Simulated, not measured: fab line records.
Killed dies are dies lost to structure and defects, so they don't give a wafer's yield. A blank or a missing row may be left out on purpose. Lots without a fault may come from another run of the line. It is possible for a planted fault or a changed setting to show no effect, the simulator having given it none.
fab line records	flow n5_finfet
[record] lots = 5	wafers = 15	last_day = 17
route steps=1938 shown HKMG_FIN@439 GATE_CUT@465 PASSIVATION@1936
lots that met no fault: from a run of the same line without faults
start_h: start of the lot's first displayed wafer, in hours after the record's first day	wait_h: hours since the lot's step before	" same as the row above	L1.1+2: a row that stands for several wafers	- value missing, or start not given	* or withheld: withheld	< > ~ a bound
route shown NAME@n: NAME is a module with steps in the file, n the number in the route of the first one	usual: the fault-free wafers' mean and standard deviation	same: alike in all rows	chamber/n: place in a boat	sites: each site's reading	_std_site: the values' standard deviation	_edge_site: the outer-site mean with the inner-site mean subtracted	radius_mm: how far each site lies from the wafer's centre	mask NAME#n: copy n	behind: the last tool/chamber to shape the wafer	hold: why the lot was held/for how many hours/how that ended	device: names the non-switching transistor (n, p or np)	end of line: at the end of the route, the tests of the same wafers	a step without rows: its recipe alone	killed: not the wafer's yield, but the dies lost to structure and defects at the first sort	map: a wafer's dies, marking killed ones x, the rest . and places with no die _
set.NAME: setting as actually run; set.NAME@STEP: the setting as run at that earlier step	model.NAME: the simulator's own value behind a step, which no gauge read
lots seen at some steps along the route; tables by step, rows by wafer
services: when a tool's chamber went out of use (start_h, in hours from the record's first day, below 0 if earlier), for how many hours, and the reason
[[steps]]
[step N5_HKMG_FIN_STRIP_92]
[recipe] chemistry = N2/H2	material = SOC	time_s = 20	power_w = 500	temp_c = 40	pressure_mtorr = 50	rf_frequency_hz = 6e+07	bias_power_w = 8	h2_frac = 0.5	n2_flow_sccm = 300	h2_flow_sccm = 300
[usual] drypump_motor_current_A = 5.6/0.5	oes_product_au = 0.82/0.087	rf_vpp_V = 54.3/0.91	showerhead_plenum_p_Torr = 3.40/0.11	throttle_valve_pct = 18.8/0.36
lot.wafer	tool	chamber	start_h	wait_h	drypump_motor_current_A	oes_product_au	rf_hours_counter_h	rf_vpp_V	showerhead_plenum_p_Torr	throttle_valve_pct
L896.2	rie_diel-03	1	86.82	0.1	6.3	0.83	68	54.6	3.39	18.2
L896.3	"	3	"	"	5.7	0.85	63	54.0	3.27	18.9
L896.5	"	1	"	"	6.3	0.83	-	53.0	3.39	18.2
L898.1	rie_diel-06	1	92.47	0.1	5.9	0.98	7	55.2	3.58	18.7
L898.5	"	2	"	"	5.4	0.72	-	55.1	3.43	18.9
L898.6	"	0	"	"	5.3	0.68	-	53.6	3.44	19.5
L900.1	rie_diel-03	1	105.76	0.1	6.3	0.82	74	52.2	3.38	18.2
L900.4	"	2	"	"	5.6	0.86	47	54.7	3.27	19.3
L900.6	"	2	"	"	5.6	0.86	-	54.5	3.27	19.3
L901.2	rie_diel-04	2	112.32	0.1	6.8	0.68	198	55.6	3.33	19.3
L901.5	"	2	"	"	6.8	0.69	-	53.7	3.33	19.3
L901.6	"	3	"	"	5.8	0.71	-	53.4	3.34	18.5
L913.1	rie_diel-06	0	186.60	0.1	5.3	0.92	18	55.4	3.43	19.1
L913.4	"	1	"	"	5.9	0.90	37	54.1	3.57	18.8
L913.5	"	3	"	"	5.0	0.93	-	56.2	3.54	18.6
[step N5_HKMG_FIN_WET_ETCH_18]
[recipe] chemistry = SC1	target = TiN	mix = 1:1:5	temp_c = *	time_s = 55	target_depth_nm = 5.2	dry = ipa_marangoni	rinse_time_s = 30	rinse_temp_c = 23
[step N5_HKMG_FIN_STRIP_19]
[recipe] chemistry = N2/H2	power_w = 2500	temp_c = 300	h2_frac = 0.65	time_s = 360	pressure_mtorr = withheld	n2_flow_sccm = 1750	h2_flow_sccm = 3250
[step N5_HKMG_FIN_ALD_91]
[recipe] material = TiN	target_thk_a = 10	temp_c = 400	ald_precursor_family = TiCl4	ald_co_reactant = NH3	pulse_time_s = 1	purge_time_s = 3	co_reactant_purge_time_s = 2	co_reactant_pulse_time_s = 2	ald_cycles = 47	pressure_torr = 3
[step N5_HKMG_FIN_COAT_85]
[recipe] resist = SOC	temp_c = 250	time_s = 60	spin_rpm = 1500	resist_thk_nm = 300
[step N5_HKMG_FIN_ETCH_86]
[recipe] chemistry = N2/H2	target = SOC	target_depth_a = 3932	stop_on = TiN	ion_energy_ev = 100	bias_w = 61	pressure_mtorr = 30	source_w = 850	n2_flow_sccm = 200	h2_flow_sccm = 200
[usual] drypump_motor_current_A = 5.6/0.49	oes_product_au = 0.81/0.085	rf_vpp_V = 241.0/1.5	showerhead_plenum_p_Torr = 2.56/0.09	throttle_valve_pct = 17.73/0.22
lot.wafer	tool	chamber	start_h	wait_h	drypump_motor_current_A	oes_product_au	rf_hours_counter_h	rf_vpp_V	showerhead_plenum_p_Torr	throttle_valve_pct
L896.2	rie_diel-06	0	87.69	-	5.3	0.68	244	241.5	2.61	18.16
L896.3	"	1	"	"	5.9	0.97	6	241.3	2.72	17.63
L896.5	"	1	"	"	5.9	0.97	-	243.2	2.72	17.60
L898.1	rie_diel-04	0	93.33	-	5.0	0.85	66	238.0	2.47	17.78
L898.5	"	3	"	"	5.8	0.72	-	239.8	2.53	17.54
L898.6	"	0	"	"	5.0	0.84	-	240.5	2.47	17.79
L900.1	rie_diel-04	2	106.84	-	6.8	0.70	196	239.6	2.52	18.20
L900.4	"	3	"	"	5.8	0.72	166	241.1	2.53	17.53
L900.6	"	3	"	"	5.8	0.72	-	241.9	2.53	17.53
L901.2	rie_diel-04	1	113.19	-	5.7	0.76	156	238.2	2.44	17.42
L901.5	"	2	"	"	6.8	0.70	-	239.8	2.52	18.22
L901.6	"	1	"	"	5.7	0.76	-	239.4	2.44	17.43
L913.1	rie_diel-06	1	187.46	-	5.9	0.89	38	241.6	2.71	17.65
L913.4	"	2	"	"	5.4	0.68	244	242.9	2.59	17.88
L913.5	"	0	"	"	5.3	0.91	-	243.0	2.60	17.76
[step N5_HKMG_FIN_STRIP_89]
[recipe] chemistry = N2/H2	material = SOC	time_s = 20	power_w = 500	temp_c = 40	pressure_mtorr = 50	rf_frequency_hz = 6e+07	bias_power_w = 8	h2_frac = 0.5	n2_flow_sccm = 300	h2_flow_sccm = 300
[step N5_HKMG_FIN_WET_ETCH_87]
[recipe] chemistry = SC1	target = TiN	mix = 1:2:40	temp_c = 50	time_s = 154.2	target_depth_nm = 4.7	dry = ipa_marangoni	rinse_time_s = 30	rinse_temp_c = 23
[step N5_HKMG_FIN_STRIP_88]
[recipe] chemistry = N2/H2	power_w = 2500	temp_c = 300	h2_frac = 0.65	time_s = 360	pressure_mtorr = withheld	n2_flow_sccm = 1750	h2_flow_sccm = 3250
[step N5_HKMG_FIN_NWFM_ALD_20]
[recipe] material = TiAlC	target_thk_a = 20	temp_c = 300	ald_precursor_family = TiCl4	ald_co_reactant = TEA	pulse_time_s = 3	purge_time_s = 2	co_reactant_purge_time_s = 2	co_reactant_pulse_time_s = 10	ald_cycles = 7	pressure_torr = 3
[step N5_HKMG_FIN_ALD_71]
[recipe] material = TiN	target_thk_a = 10	temp_c = 400	ald_precursor_family = TiCl4	ald_co_reactant = NH3	pulse_time_s = 1	purge_time_s = 3	co_reactant_purge_time_s = 2	co_reactant_pulse_time_s = 2	ald_cycles = 47	pressure_torr = 3
[step N5_HKMG_FIN_COAT_66]
[recipe] resist = SOC	temp_c = 250	time_s = 60	spin_rpm = 1500	resist_thk_nm = 300
[step N5_HKMG_FIN_ETCH_67]
[recipe] chemistry = N2/H2	target = SOC	target_depth_a = 3889	stop_on = TiN	ion_energy_ev = 100	bias_w = 61	pressure_mtorr = 30	source_w = 850	n2_flow_sccm = 200	h2_flow_sccm = 200
[usual] drypump_motor_current_A = 5.7/0.53	oes_product_au = 0.78/0.09	rf_vpp_V = 240.9/1.4	showerhead_plenum_p_Torr = 2.54/0.089	throttle_valve_pct = 17.76/0.25
lot.wafer	tool	chamber	start_h	wait_h	drypump_motor_current_A	oes_product_au	rf_hours_counter_h	rf_vpp_V	showerhead_plenum_p_Torr	throttle_valve_pct
L896.2	rie_diel-06	1	88.76	-	5.9	0.96	6	243.8	2.72	17.61
L896.3	"	2	"	"	5.4	0.71	213	242.1	2.60	17.84
L896.5	"	0	"	"	5.3	0.67	-	242.1	2.61	18.17
L898.1	rie_diel-06	1	94.44	-	5.9	0.95	8	244.0	2.72	17.61
L898.5	"	1	"	"	5.9	0.97	-	242.0	2.72	17.61
L898.6	"	2	"	"	5.4	0.71	-	240.8	2.60	17.85
L900.1	rie_diel-03	0	107.92	-	5.2	0.80	82	243.4	2.66	17.69
L900.4	"	1	"	"	6.2	0.83	75	241.3	2.56	17.31
L900.6	"	3	"	"	5.7	0.84	-	241.3	2.47	17.62
L901.2	rie_diel-04	1	114.26	-	5.8	0.76	157	239.2	2.44	17.44
L901.5	"	2	"	"	6.8	0.68	-	240.3	2.52	18.21
L901.6	"	1	"	"	5.7	0.77	-	240.8	2.44	17.41
L913.1	rie_diel-04	1	188.54	-	5.7	0.75	179	238.6	2.43	17.49
L913.4	"	3	"	"	5.8	0.70	190	240.9	2.52	17.58
L913.5	"	3	"	"	5.8	0.70	-	240.4	2.52	17.58
[step N5_HKMG_FIN_STRIP_90]
[recipe] chemistry = N2/H2	material = SOC	time_s = 20	power_w = 500	temp_c = 40	pressure_mtorr = 50	rf_frequency_hz = 6e+07	bias_power_w = 8	h2_frac = 0.5	n2_flow_sccm = 300	h2_flow_sccm = 300
[step N5_HKMG_FIN_WET_ETCH_73]
[recipe] chemistry = SC1	mix = 1:2:40	temp_c = 50	time_s = 42.3	target_depth_nm = 1.3	dry = ipa_marangoni	rinse_time_s = 30	rinse_temp_c = 23
[step N5_HKMG_FIN_ETCHBACK_68]
[recipe] chemistry = Cl2/Ar	stop_on = HfO2	target_depth_a = 5	pressure_mtorr = 10	icp_w = 600	bias_w = 60	Cl2_flow_sccm = 40	Ar_flow_sccm = 60
[step N5_HKMG_FIN_STRIP_69]
[recipe] chemistry = N2/H2	power_w = 2500	temp_c = 300	h2_frac = 0.65	time_s = 360	pressure_mtorr = withheld	n2_flow_sccm = 1750	h2_flow_sccm = 3250
[step N5_HKMG_FIN_ALD_21]
[recipe] material = TiN	target_thk_a = 15	temp_c = 400	ald_precursor_family = TiCl4	ald_co_reactant = NH3	pulse_time_s = 1	purge_time_s = 3	co_reactant_purge_time_s = 2	co_reactant_pulse_time_s = 2	ald_cycles = 68	pressure_torr = 3
[step N5_HKMG_FIN_ALD_72]
[recipe] material = W	target_thk_a = 20	temp_c = 300	pressure_torr = 7.5	ald_precursor_family = WF6	ald_co_reactant = B2H6	pulse_time_s = 1	purge_time_s = 2	co_reactant_purge_time_s = 2	co_reactant_pulse_time_s = 3	ald_cycles = 7
[usual] heater_power_w = 486/26	precursor_pulse_height_rel = 1.000/0.021	susceptor_temp_C = 299.99/0.19
[same] pulse_time_s = 1
lot.wafer	tool	chamber	start_h	wait_h	heater_power_w	precursor_pulse_height_rel	susceptor_temp_C
L896.2	cvd_w-02	0	89.87	0.2	483	0.958	300.37
L896.3	"	0	"	"	488	0.976	300.22
L896.5	"	1	"	"	521	0.987	300.23
L898.1	cvd_w-01	0	95.56	0.2	437	0.980	299.93
L898.5	"	1	"	"	487	0.973	300.09
L898.6	"	0	"	"	453	0.998	299.92
L900.1	cvd_w-01	0	109.02	0.2	444	1.002	300.18
L900.4	"	0	"	"	450	1.039	300.02
L900.6	"	0	"	"	441	1.024	300.05
L901.2	cvd_w-01	1	115.37	0.2	492	0.997	300.00
L901.5	"	0	"	"	453	0.994	299.79
L901.6	"	1	"	"	482	1.017	300.06
L913.1	cvd_w-02	0	189.64	0.2	478	1.024	299.86
L913.4	"	1	"	"	523	1.009	299.78
L913.5	"	0	"	"	482	0.991	299.65
[step N5_HKMG_FIN_W_FILL_22]
[recipe] material = W	target_thk_a = 600	temp_c = 400	pressure_torr = 39.4	time_s = 18.2
[step N5_HKMG_FIN_PRECLEAN_83]
[recipe] chemistry = DIW	time_s = 57.5	temp_c = 23
[step N5_HKMG_FIN_SRD_84]
[recipe] dry_time_s = 32	dry = n2_spin	spin_rpm = 1500
[step N5_HKMG_FIN_CMP_23]
[recipe] stop_on = SiNx	t_overpolish_s = 10	post_cmp_clean = rinse_only	down_force_psi = 4	platen_rpm = 50.289	pad_velocity_m_s = 1.0006	target_thk_nm = 46.326
[step N5_HKMG_FIN_CMP_94]
[recipe] stop_on = SiNx	post_cmp_clean = w_dilute_nh4oh	t_overpolish_s = 4.7	down_force_psi = 4	platen_rpm = 50.289	pad_velocity_m_s = 1.0006	target_thk_nm = 43.299
[step N5_GATE_CUT_ETCHBACK_00]
[recipe] chemistry = SF6/Cl2	target = W	pressure_mtorr = 8	icp_w = 900	bias_w = 80	SF6_flow_sccm = 40	Cl2_flow_sccm = 60
[step N5_GATE_CUT_ETCH_56]
[recipe] chemistry = Cl2/Ar	target = TiN	target_depth_a = 216	pressure_mtorr = 10	icp_w = 600	bias_w = 60	Cl2_flow_sccm = 40	Ar_flow_sccm = 60
[step N5_GATE_CUT_ETCHBACK_30]
[recipe] chemistry = Cl2/Ar	target = TiN	target_depth_a = 30	mode = isotropic	pressure_mtorr = 10	icp_w = 600	bias_w = 60	Cl2_flow_sccm = 40	Ar_flow_sccm = 60
[step N5_GATE_CUT_VAPOR_ETCH_60]
[recipe] chemistry = BCl3/Cl2	target = HfO2	mode = isotropic
[usual] drypump_motor_current_A = 5.6/0.65	oes_product_au = 0.72/0.089
lot.wafer	tool	chamber	start_h	wait_h	drypump_motor_current_A	oes_product_au
L896.2	rie_metal-03	1	91.03	0.0	5.1	0.80
L896.3	"	1	"	"	5.1	0.80
L896.5	"	1	"	"	5.1	0.81
L898.1	rie_metal-03	1	96.71	0.0	5.1	0.80
L898.5	"	0	"	"	5.3	0.64
L898.6	"	1	"	"	5.1	0.80
L900.1	rie_metal-03	0	110.18	0.0	5.3	0.64
L900.4	"	0	"	"	5.3	0.64
L900.6	"	1	"	"	5.1	0.80
L901.2	rie_metal-01	0	116.52	0.0	6.7	0.78
L901.5	"	0	"	"	6.7	0.78
L901.6	"	1	"	"	5.1	0.63
L913.1	rie_metal-02	0	190.81	0.0	5.7	0.87
L913.4	"	0	"	"	5.7	0.87
L913.5	"	0	"	"	5.7	0.87
[step N5_GATE_CUT_ETCH_58]
[recipe] chemistry = CH3F/O2	target = SiNx	target_depth_a = 170	time_s = 128.6	ion_energy_ev = 50	pressure_mtorr = 30	source_w = 415	bias_w = 21	Ar_flow_sccm = 150	CH3F_flow_sccm = 30	O2_flow_sccm = 20
[step N5_GATE_CUT_STRIP_59]
[recipe] chemistry = N2/H2	time_s = 20	power_w = 100	temp_c = 40	pressure_mtorr = 100	rf_frequency_hz = 6e+07	bias_power_w = 3	n2_flow_sccm = 300	h2_flow_sccm = 300
[usual] drypump_motor_current_A = 5.9/0.34	oes_product_au = 0.79/0.096	rf_vpp_V = 45.5/0.85	showerhead_plenum_p_Torr = 3.43/0.11	throttle_valve_pct = 12.29/0.24
lot.wafer	tool	chamber	start_h	wait_h	drypump_motor_current_A	oes_product_au	rf_hours_counter_h	rf_vpp_V	showerhead_plenum_p_Torr	throttle_valve_pct
L896.2	rie_diel-02	2	91.18	0.1	6.2	0.70	192	45.3	3.37	12.21
L896.3	"	1	"	"	5.7	0.66	241	45.0	3.46	12.42
L896.5	"	2	"	"	6.2	0.70	-	45.8	3.37	12.21
L898.1	rie_diel-02	2	96.87	0.1	6.2	0.70	193	44.6	3.37	12.22
L898.5	"	0	"	"	5.5	0.77	-	47.0	3.51	12.49
L898.6	"	3	"	"	6.3	0.97	-	45.2	3.59	11.96
L900.1	rie_diel-05	0	110.33	0.1	6.1	0.71	195	45.5	3.48	12.46
L900.4	"	0	"	"	6.1	0.70	-	46.4	3.48	12.46
L900.6	"	2	"	"	5.0	0.77	-	45.0	3.23	12.05
L901.2	rie_diel-05	3	116.68	0.1	5.8	0.70	218	46.8	3.46	12.45
L901.5	"	1	"	"	6.0	0.77	-	44.8	3.38	12.10
L901.6	"	0	"	"	6.1	0.71	-	46.7	3.48	12.47
L913.1	rie_diel-02	1	190.96	0.1	5.7	0.94	13	44.0	3.44	11.84
L913.4	"	0	"	"	5.5	0.75	166	45.0	3.50	12.56
L913.5	"	0	"	"	5.5	0.76	-	44.0	3.50	12.55
[step N5_GATE_CUT_PRECLEAN_31]
[recipe] temp_c = 23	chemistry = DIW	time_s = 300
[step N5_GATE_CUT_SRD_32]
[recipe] time_s = 30	temp_c = 23	rinse_liquid = diw	dry = ipa_marangoni
[step N5_GATE_CUT_SAC_CAP_01]
[recipe] material = SiNx	target_thk_a = 240	temp_c = 400	ald_precursor_family = SiH2I2	ald_co_reactant = N2/H2-plasma	pulse_time_s = 1	ald_cycles = 480	purge_time_s = 2	co_reactant_purge_time_s = 2	pressure_torr = 2
[step N5_GATE_CUT_PECVD_57]
[recipe] material = SiNx	target_thk_a = 210	temp_c = 400	precursor = SiH4/NH3/N2	pressure_torr = 1.5	rf_w = 300
[step N5_GATE_CUT_CMP_02]
[recipe] stop_on = SiO2	t_overpolish_s = 12.7	post_cmp_clean = alkaline_brush	down_force_psi = 2.5	platen_rpm = 51.8	pad_velocity_m_s = 1.0307	target_thk_nm = 0
[step N5_GATE_CUT_HM_DEP_46]
[recipe] material = SiO2	target_thk_a = 1300	temp_c = 400	precursor = TEOS/O2	pressure_torr = 6.5	rf_w = 900	teos_flow_sccm = 161.4	gas = O2	flow_sccm = 2650	time_s = 26.6
[step N5_GATE_CUT_COAT_34]
[recipe] resist = SOC	temp_c = 250	time_s = 60	spin_rpm = 1500	resist_thk_nm = 60
[step N5_GATE_CUT_COAT_35]
[recipe] resist = SiARC	temp_c = 220	time_s = 60	spin_rpm = 1500	resist_thk_nm = 10
[step N5_GATE_CUT_COAT_27]
[recipe] resist = underlayer	temp_c = 205	time_s = 60	spin_rpm = 1500	resist_thk_nm = 10
[step N5_PASSIVATION_PROBE_49]
[usual] defect_limited_yield = 91.2/1.4	killed_at_M0_to_M3 = 34/9.4	killed_at_M4_up = 14/5.6	killed_at_contacts = 13/7.8	killed_at_front_end = 37/10	killed_at_other = 4/3.3	killed_dies = 103/17	killed_on_rim = 14/3.5	killed_open = 68/13	killed_short = 33/8.2	sort_bin_5_function = 5.1/0.92	sort_bin_6_memory = 3.3/0.71	sort_bin_8_speed = 0.01/0.043	sort_n_pass = 1077/17	sort_yield_pct = 91.2/1.4
[same] gross_dies = 1180	killed_at_back_side = 0	sort_bin_4_leakage[%] = 0
lot.wafer	tool	chamber	start_h	wait_h	defect_limited_yield[%]	killed_at_M0_to_M3	killed_at_M4_up	killed_at_contacts	killed_at_front_end	killed_at_other	killed_dies	killed_on_rim	killed_open	killed_short	sort_bin_5_function[%]	sort_bin_6_memory[%]	sort_bin_8_speed[%]	sort_n_pass	sort_yield_pct[%]
L900.1	prober-01	-	342.57	0.0	90.2	25	20	12	58	1	116	11	82	31	5.7	4.0	0	1064	90.2
L900.4	prober-01	-	342.72	0.2	91.9	44	12	9	26	4	95	13	62	31	4.6	3.1	0	1085	91.9
L900.6	prober-01	-	342.82	0.3	90.5	27	21	15	45	4	112	15	77	31	5.8	3.3	0	1068	90.5
L913.1	prober-02	-	412.84	0.0	85.3	36	9	10	114	4	173	36	51	33	6.9	4.2	0	1007	85.3
L913.4	prober-02	-	412.99	0.2	93.2	32	14	7	22	5	80	15	51	28	4.1	2.4	0	1100	93.2
L913.5	prober-02	-	413.04	0.2	92.9	29	19	9	24	3	84	14	58	26	4.5	2.5	0	1096	92.9
// killed by level:class
L900.1 MOL_CONTACT_COAG:geometric_particle:open=11 FIN_SAQP:geometric_particle:short=10 FIN_SAQP:geometric_particle:open=9 STI_FIN_REVEAL:geometric_particle:open=9 GATE_CUT:geometric_particle:open=8 BEOL_M4:geometric_particle:open=8 BEOL_M2:geometric_particle:open=6 GATE_CUT:geometric_particle:short=5
L900.4 BEOL_M3:geometric_particle:open=12 BEOL_M0_SAQP:geometric_particle:open=11 FIN_SAQP:geometric_particle:short=9 BEOL_M0_SAQP:geometric_particle:short=9 MOL_CONTACT_COAG:geometric_particle:open=9 BEOL_M2:geometric_particle:open=7 FIN_SAQP:geometric_particle:open=5 BEOL_M4:geometric_particle:open=4
L900.6 MOL_CONTACT_COAG:geometric_particle:open=12 STI_FIN_REVEAL:geometric_particle:open=11 BEOL_M3:geometric_particle:open=8 BEOL_M4:geometric_particle:open=8 FIN_SAQP:geometric_particle:short=6 FIN_SAQP:geometric_particle:open=5 BEOL_M2:geometric_particle:open=5 BEOL_M0_SAQP:geometric_particle:open=4
L913.1 HKMG_FIN:unspecified=81 BEOL_M0_SAQP:geometric_particle:short=13 BEOL_M0_SAQP:geometric_particle:open=10 MOL_CONTACT_COAG:geometric_particle:open=9 HKMG_FIN:area_etch=8 BEOL_M4:geometric_particle:open=6 STI_FIN_REVEAL:geometric_particle:open=5 FIN_SAQP:geometric_particle:open=4
L913.4 BEOL_M0_SAQP:geometric_particle:open=11 BEOL_M0_SAQP:geometric_particle:short=9 BEOL_M4:geometric_particle:open=8 MOL_CONTACT_COAG:geometric_particle:open=7 BEOL_M3:geometric_particle:open=7 FIN_SAQP:geometric_particle:short=4 PASS1_CAP:geometric_particle:short=4 STARTING-WAFER:geometric_particle:open=4
L913.5 BEOL_M4:geometric_particle:open=10 BEOL_M0_SAQP:geometric_particle:open=9 BEOL_M0_SAQP:geometric_particle:short=8 MOL_CONTACT_COAG:geometric_particle:open=7 FIN_SAQP:geometric_particle:open=5 STI_FIN_REVEAL:geometric_particle:open=4 GATE_CUT:geometric_particle:open=4 BEOL_M1:geometric_particle:open=4
// map L913.1 (x killed, . not)
_________________.......xxxxx________________
______________...........xx.xxxx_____________
___________..x...........xxxxxxxxxx__________
__________....x.x.....x.xxxxxxxxxxxx_________
________........x......xx.xxxxxxxxxxxx_______
_______...........x........xxxxxxxxxxxx______
______.......x......x.......xxxxxxxxxxxx_____
_____......x......x........x.xxxxxxx..xx.____
____........x.....x.....x..x..xxx.x...xx..___
___.x............x........x....x...x......x__
___...x....................................__
__...xx.......................x....x....x.x._
__x............x...........x.........xx....._
_.....x...........x...................x.....x
_............................................
_................x.......x.x......x..x.......
_....................x...x...x.............x.
_x......................................x.x..
_............................................
_...........................x.x..........x...
_..................x.............xx.......x..
__.x...........x...................x......xx_
__.........................................._
___....................x..x................__
___.............x..x..............x.x.....x__
____.....x...x.....x.x.....x..........x...___
_____.........................x..x.......____
______...........x.....................x_____
_______....x.x........x..............x.______
________.......................x......_______
__________...........x......x......._________
___________........................__________
______________.................._____________
_________________.....x.....x________________
// map L901.2 (x killed, . not)
_________________.x...x..x.x.________________
______________..x.....x...x...x._____________
___________x........x......x.......__________
__________...x......................_________
________....................x.......x._______
_______.........x...x.....x............______
______x..x.....x.x.............x........_____
_____.x..........x..........x............____
____x.....x........x.......x....x.........___
___x..........................x......x.....__
___..x..x..............x.................x.__
__..............x.........................x._
__.....x........x.....x.x...............x..._
_......x......x......x..x...x.............x..
_......x......x....x.............x.......x...
_.................x.x.xx.........x.......x..x
_...x..........x......xx..x..........x...x...
_...................x.x..x........xx.........
_....x.......x....x............x..xx.........
_............x....x...................x......
_x....................x....x......x.x...x....
__..x....x..................xx............x._
__.x........x..................x............_
___.................x..x........x..........__
___...x...................x............x...__
____......x............x.........x........___
_____.............x.....x.......x.x......____
______..xx..........x...x..x............_____
_______x......x........................______
________...x.............x......x.x..._______
__________....x...x................._________
___________.........x..xx.x...x....__________
______________................x._____________
_________________x...........________________
[[services]]
tool	chamber	start_h	hours	kind
rie_diel-06	3	70.48	-	clean
rie_diel-06	3	70.48	-	consumable_replace:focus_ring
rie_diel-06	3	70.48	-	consumable_replace:showerhead
rie_diel-06	3	70.48	28.0	scheduled_down
rie_diel-06	3	70.48	28.0	vent_cycle
rie_diel-03	0	72.76	9.1	repair
rie_diel-06	-	74.08	0.7	repair
rie_metal-01	-	88.18	1.0	repair
rie_diel-05	1	109.28	4.8	repair
rie_diel-06	0	112.78	-	clean
rie_diel-06	0	112.78	-	consumable_replace:focus_ring
rie_diel-06	0	112.78	17.8	scheduled_down
rie_diel-06	0	112.78	17.8	vent_cycle
rie_metal-02	-	121.15	4.3	pm
cvd_w-01	-	122.41	1.0	repair
rie_metal-03	-	128.76	2.8	pm
cvd_w-01	-	128.87	23.9	repair
rie_diel-02	1	138.98	-	clean
rie_diel-05	1	140.73	9.1	repair
rie_diel-04	2	142.43	9.2	repair
cvd_w-01	-	152.80	2.8	pm
rie_diel-04	3	166.11	2.1	repair
rie_diel-02	2	177.07	8.7	repair
rie_metal-02	-	181.30	1.0	repair
[[key]]
[first_sign] step = N5_PASSIVATION_PROBE_49	reading = killed_at_front_end	direction = up	sigmas = 7.4	usual = 37	struck = 114
[effect] step = N5_PASSIVATION_PROBE_49	reading = killed_dies	direction = up	sigmas = 4.1	usual = 103	struck = 173
[more_kills_born_at] N5_HKMG_FIN_ETCH_67@rie_diel-04 = 81
met_at N5_HKMG_FIN_ETCH_67
struck_wafers L913.1
onset_between 114.26 188.54
[fault] kind = chamber_particle_source	tool = rie_diel-04	chamber = 1	onset_h = 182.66	steps = N5_HKMG_FIN_ETCH_67	rate_per_visit_cm2 = 1.6684	end_h = 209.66
